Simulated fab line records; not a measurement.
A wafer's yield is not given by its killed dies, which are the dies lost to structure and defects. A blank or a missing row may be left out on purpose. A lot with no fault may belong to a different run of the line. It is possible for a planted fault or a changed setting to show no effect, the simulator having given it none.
Chamber matching | flow nand_harc | NHARC_A_STAIRCASE_ALD_415 on ald_hk-01: 4 sister chambers
The step deposits SiO2, target thk 30 nm, pulse time 6 s, ald cycles 300. 4 wafers are shown with their chamber, then 9 later ones without.

== WAFERS, EACH WITH ITS CHAMBER ==
wafer  | chamber | heater_power_w (W)
L091.2 | 3       | 447
L091.6 | 2       | 495
L094.4 | 0       | 484
L094.5 | 1       | 505

== WAFERS WHOSE CHAMBER IS MISSING ==
wafer  | heater_power_w (W)
L094.2 | 442
L094.3 | 488
L094.6 | 508
L093.3 | 465
L093.5 | 471
L093.6 | 451
L096.2 | 436
L096.3 | 505
L096.6 | 444

== THE CHAMBER EACH PASSED THROUGH ==
wafer  | from the rows above          | in truth
L094.2 | 3                            | 3
L094.3 | can't be placed: 0 or 2 or 1 | 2
L094.6 | can't be placed: 1 or 2      | 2
L093.3 | can't be placed: 3 or 0 or 2 | 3
L093.5 | can't be placed: 0 or 2 or 3 | 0
L093.6 | 3                            | 3
L096.2 | 3                            | 3
L096.3 | can't be placed: 1 or 2      | 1
L096.6 | 3                            | 3
4 of 9 placed correctly. Cannot be placed on the basis of these rows: 5; the candidates contain the true chamber in 5. Placed wrongly: 0.
How it was worked out, from the rows above alone: a wafer's distance from a chamber is the root of the sum, over the readings, of the square of ((its reading less the chamber's mean) divided by the reading's scatter). If the next closest chamber is less than 2 further off than the closest, the wafer can't be placed; otherwise it belongs to the closest. For every chamber, the mean is computed from those of its wafers that are shown. The scatter (one wafer shown for each chamber): square how far every hidden wafer sits from the nearest shown wafer, average those squares and take the square root.
